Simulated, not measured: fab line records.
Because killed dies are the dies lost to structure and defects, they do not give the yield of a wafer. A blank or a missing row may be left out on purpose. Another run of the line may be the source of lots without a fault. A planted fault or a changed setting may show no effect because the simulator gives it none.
fab line records	flow nand-harc	part 2 of 2: steps 31 to 43 of 43
record lots=5	wafers=15	last-day=25
route steps=1159 shown P_BONDPAD@373 A_START@389 A_ZERO_WELL@390 A_SOURCE_PLATE@413
lots that met no fault: taken from a fault-free run of the same line
start-h: start of the lot's first displayed wafer, in hours after the record's first day	wait-h: time in hours since the lot's previous step	" same as the row above	L1.1+2: a single row standing in for several wafers	- value missing, or start not given	* or withheld: withheld	< > ~ a bound
route shown NAME@n: a module of which the file shows steps, and the number in the route of the first	usual: average and standard deviation across the fault-free wafers	same: alike in all rows	chamber/n: place in a boat	sites: the reading at each site	_std_site: how widely they spread, as a standard deviation	_edge_site: the outer-site mean with the inner-site mean subtracted	radius-mm: for every site, how far away it sits from the centre of the wafer	mask NAME#n: copy n	behind: the tool/chamber that last shaped the wafer	hold: what put the lot on hold/how long, in hours/how the hold closed	device: which transistor (n, p or np) failed to switch	end of line: at the end of the route, the tests of the same wafers	a step without rows: its recipe alone	killed: the dies lost at the first sort to structure and to defects; this is not the yield of the wafer	map: the dies of a wafer, with x for killed, . for not killed, _ for no die there
set.NAME: the setting as run; set.NAME@STEP: as run at that earlier step	model.NAME: the simulator's own value behind a step, which no gauge read
lots at some steps of the route; a table a step, a row a wafer
services: the hour from which a tool's chamber was out of use, counted from the record's first day as start-h (under 0 if before that day), plus the number of hours and why
## steps
# step NHARC_A_ZERO_WELL_ETCH_13
# recipe target-depth-a=1200	time-s=40.1	hbr-flow-sccm=150	cl2-flow-sccm=50	rf-w=400	icp-w=400	bias-w=100	chemistry=HBr/Cl2
# usual drypump-motor-current-A=5.6/0.55	oes-product-au=1.000/0.0099	throttle-valve-pct=26.406/0.01
# same time-s=40.1
lot.wafer	tool	chamber	start-h	wait-h	drypump-motor-current-A	oes-product-au	rf-hours-counter-h	throttle-valve-pct
L082.4	rie-si-02	1	180.58	-	5.5	1.017	0.9	26.404
L082.6	"	2	"	"	6.1	1.013	-	26.389
L082.5	"	3	"	"	5.0	0.992	-	26.401
L088.3	rie-si-01	3	209.12	-	4.9	0.997	0.6	26.405
L088.4	"	0	"	"	5.5	0.994	0.5	26.404
L088.2	"	1	"	"	6.4	0.998	0.5	26.394
L085.2	rie-si-02	0	210.12	-	5.2	1.006	1.1	26.398
L085.1	"	1	"	"	5.6	1.023	1.2	26.393
L085.3	"	2	"	"	6.1	1.009	1.2	26.404
L090.2	rie-si-01	2	232.62	-	5.0	1.001	0.6	26.408
L090.1	"	3	"	"	5.0	0.993	0.7	26.387
L090.6	"	1	"	"	6.4	1.002	-	26.406
L095.3	rie-si-01	3	254.30	-	5.0	0.995	0.8	26.388
L095.4	"	2	"	"	5.0	1.005	0.8	26.400
L095.6	"	3	"	"	5.0	0.990	-	26.398
# step NHARC_A_ZERO_WELL_STRIP_14
# recipe time-s=900	temp-c=130	chemistry=SPM
# same time-s=900
lot.wafer	tool	chamber	start-h	wait-h
L082.5+4+6	wet-bench-03	5,7,0	180.69	-
L088.3+2+4	wet-bench-04	2,4,6	209.27	-
L085.2+3+1	wet-bench-03	3,4,7	210.26	-
L090.6+1+2	wet-bench-04	3,7,0	232.76	-
L095.3+6+4	wet-bench-04	5,7,0	254.46	-
# step NHARC_A_ZERO_WELL_IMPLANT_15
# recipe energy-kev=150	dose-cm2=1e+13	tilt-deg=7
lot.wafer	tool	chamber	start-h	wait-h
L082.4+5+6	implanter-02	0	181.18	0.1
L088.2+3+4	implanter-01	0	209.73	0.1
L085.1+2+3	implanter-02	0	210.67	0.1
L090.1+2+6	implanter-01	0	233.17	0.1
L095.3+4+6	implanter-02	0	254.93	0.1
# step NHARC_A_ZERO_WELL_PRECLEAN_22
# recipe time-s=60	temp-c=50	bath-age-min=0	chemistry=SC1
# same time-s=60
lot.wafer	tool	chamber	start-h	wait-h
L082.6+4+5	wet-bench-01	0,1,4	181.31	0.0
L088.3+2+4	wet-bench-03	7,0,2	209.91	0.1
L085.1+2+3	wet-bench-01	1,3,6	210.88	0.2
L090.2+6+1	wet-bench-01	6,7,1	233.38	0.2
L095.4+6+3	wet-bench-03	2,4,7	255.08	0.1
# step NHARC_A_ZERO_WELL_SRD_23
lot.wafer	tool	chamber	start-h	wait-h
L082.6+4+5	wet-bench-01	0,1,4	-	-
L088.3+2+4	wet-bench-03	7,0,2	-	-
L085.1+2+3	wet-bench-01	1,3,6	-	-
L090.2+6+1	wet-bench-01	6,7,1	-	-
L095.4+6+3	wet-bench-03	2,4,7	-	-
# step NHARC_A_ZERO_WELL_RTA_16
# recipe temp-c=1000	time-s=10
# usual lamp-power-pct=27.9/0.91	wafer_temp_C_max=1005.1/1.5
# same time-s=10
lot.wafer	tool	chamber	start-h	wait-h	lamp-power-pct	wafer_temp_C_max
L082.4	rtp-anneal-01	0	181.64	-	28.7	1004.8
L082.5	"	0	"	"	28.8	1004.0
L082.6	"	0	"	"	28.7	1003.7
L088.2	rtp-anneal-01	0	210.07	-	28.7	1004.4
L088.3	"	0	"	"	28.8	1003.2
L088.4	"	0	"	"	28.7	1004.2
L085.1	rtp-anneal-01	0	211.02	-	28.8	1004.9
L085.2	"	0	"	"	28.7	1003.9
L085.3	"	0	"	"	28.7	1002.8
L090.1	rtp-anneal-02	0	233.51	-	26.9	1006.9
L090.2	"	0	"	"	26.9	1005.0
L090.6	"	0	"	"	26.9	1010.4
L095.3	rtp-anneal-01	0	255.28	-	28.7	1003.9
L095.4	"	0	"	"	28.7	1003.7
L095.6	"	0	"	"	28.7	1004.1
# step NHARC_A_ZERO_WELL_INSPECT_17
# usual raw-defect-count=10/5.3
lot.wafer	tool	chamber	start-h	wait-h	raw-defect-count
L082.4	defect-inspect-02	-	181.76	0.1	8
L082.5	"	-	"	"	15
L082.6	"	-	"	"	15
L088.2	defect-inspect-02	-	210.24	0.1	14
L088.3	"	-	"	"	15
L088.4	"	-	"	"	11
L085.1	defect-inspect-01	-	211.22	0.2	7
L085.2	"	-	"	"	6
L085.3	"	-	"	"	9
L090.1	defect-inspect-02	-	233.71	0.2	4
L090.2	"	-	"	"	4
L090.6	"	-	"	"	5
L095.3	defect-inspect-01	-	255.42	0.1	9
L095.4	"	-	"	"	5
L095.6	"	-	"	"	9
# step NHARC_A_SOURCE_PLATE_PRECLEAN_00
# recipe time-s=60	chemistry=HF-LAST
# same time-s=60
lot.wafer	tool	chamber	start-h	wait-h
L082.6+5+4	wet-bench-06	3,5,6	181.82	0.1
L088.2+4+3	wet-bench-06	5,7,0	210.31	0.1
L085.3+1+2	wet-bench-02	5,7,1	211.27	0.1
L090.6+1+2	wet-bench-02	7,0,1	233.78	0.1
L095.6+3+4	wet-bench-07	4,7,0	255.48	0.1
# step NHARC_A_SOURCE_PLATE_SRD_01
lot.wafer	tool	chamber	start-h	wait-h
L082.6+5+4	wet-bench-06	3,5,6	-	-
L088.2+4+3	wet-bench-06	5,7,0	210.36	0.0
L085.3+1+2	wet-bench-02	5,7,1	-	-
L090.6+1+2	wet-bench-02	7,0,1	-	-
L095.6+3+4	wet-bench-07	4,7,0	-	-
# step NHARC_A_SOURCE_PLATE_OXIDE_02
# recipe target-thk-a=100	temp-c=900	ox-time-s=1362	material=SiO2
# usual zone-power-bottom-pct=24/3.3	zone-power-top-pct=36.2/2.6
lot.wafer	tool	chamber	start-h	wait-h	zone-power-bottom-pct	zone-power-top-pct
L082.4	furnace-01	0	185.05	-	23	37.1
L082.5	"	0	"	"	22	37.8
L082.6	"	0	"	"	22	37.5
L085.1	furnace-01	0	213.09	-	23	37.0
L085.2	"	0	"	"	23	37.6
L085.3	"	0	"	"	22	37.2
L088.2	furnace-01	0	213.09	2.7	23	37.7
L088.3	"	0	"	"	22	37.6
L088.4	"	0	"	"	23	37.6
L090.1	furnace-01	0	234.24	-	23	36.9
L090.2	"	0	"	"	22	37.5
L090.6	"	0	"	"	22	37.1
L095.3	furnace-01	0	256.96	-	22	37.2
L095.4	"	0	"	"	22	37.8
L095.6	"	0	"	"	23	37.7
# step NHARC_A_SOURCE_PLATE_THK_MEAS_09
# recipe thk-meas-gauge=ellipsometry
# usual thk-nm=9.6/0.95
lot.wafer	tool	chamber	start-h	wait-h	thk-nm
L082.4	film-metro-01	-	189.11	0.4	9.6
L082.5	"	-	"	"	11.1
L082.6	"	-	"	"	10.2
L088.2	film-metro-01	-	217.11	0.4	10.4
L088.3	"	-	"	"	8.4
L088.4	"	-	"	"	11.8
L085.1	film-metro-02	-	217.12	0.4	10.1
L085.2	"	-	"	"	8.7
L085.3	"	-	"	"	10.4
L090.1	film-metro-01	-	238.32	0.4	10.6
L090.2	"	-	"	"	10.0
L090.6	"	-	"	"	9.3
L095.3	film-metro-02	-	261.06	0.4	9.1
L095.4	"	-	"	"	9.6
L095.6	"	-	"	"	10.8
# step NHARC_A_SOURCE_PLATE_PVD_04
# recipe target-thk-a=500	material=WSi2
lot.wafer	tool	chamber	start-h	wait-h
L082.4+6+5	pvd-sputter-02	-	189.18	0.1
L088.4+3+2	pvd-sputter-01	-	217.17	0.1
L085.2+3+1	pvd-sputter-03	-	217.29	0.2
L090.2+1+6	pvd-sputter-03	-	238.37	0.1
L095.4+3+6	pvd-sputter-02	-	261.12	0.1
# step NHARC_A_SOURCE_PLATE_CVD_03
# recipe target-thk-a=2000	temp-c=620	pressure-mtorr=200	time-s=4000	material=poly-Si
# usual zone-power-bottom-pct=13.6/0.95	zone-power-top-pct=20.5/2.7
# same time-s=4000
lot.wafer	tool	chamber	start-h	wait-h	zone-power-bottom-pct	zone-power-top-pct
L082.4	lpcvd-poly-02	0	191.85	-	14.8	17.4
L082.5	"	0	"	"	14.6	17.3
L082.6	"	0	"	"	14.8	17.3
L085.1	lpcvd-poly-02	0	219.86	-	14.9	17.3
L085.2	"	0	"	"	14.9	17.5
L085.3	"	0	"	"	14.7	17.6
L088.2	lpcvd-poly-02	0	219.86	-	14.9	17.6
L088.3	"	0	"	"	14.9	17.4
L088.4	"	0	"	"	14.7	17.2
L090.1	lpcvd-poly-03	0	240.86	-	12.8	22.3
L090.2	"	0	"	"	12.8	22.3
L090.6	"	0	"	"	13.1	22.5
L095.3	lpcvd-poly-03	0	263.63	-	12.9	23.0
L095.4	"	0	"	"	13.1	22.4
L095.6	"	0	"	"	13.0	22.9
## services
tool	chamber	start-h	hours	kind
pvd-sputter-01	-	158.00	10.0	pm
cmp-01	-	163.13	1.7	repair
wet-bench-04	-	163.20	8.0	pm
rie-diel-10	3	163.48	50.2	repair
pvd-sputter-03	-	167.14	8.3	repair
rie-si-01	2	171.06	7.7	repair
cmp-01	-	179.50	4.0	pm
ecd-cu-02	-	180.00	8.0	pm
wet-bench-02	-	180.01	8.0	pm
implanter-02	-	186.39	6.9	repair
litho-track-07	-	189.00	7.0	pm
rie-diel-10	-	189.32	9.0	pm
cmp-01	-	193.37	1.4	repair
rie-si-01	0	195.79	2.7	repair
wet-bench-10	-	197.43	6.6	repair
rie-diel-10	1	205.37	6.8	repair
litho-track-03	-	213.00	7.0	pm
wet-bench-01	-	213.60	8.0	pm
rie-diel-07	-	228.23	9.0	pm
wet-bench-08	-	230.40	8.0	pm
litho-track-05	-	237.01	7.0	pm
wet-bench-10	-	247.22	8.0	pm
rie-diel-07	2	247.84	8.5	repair
pvd-sputter-03	-	254.24	3.1	repair
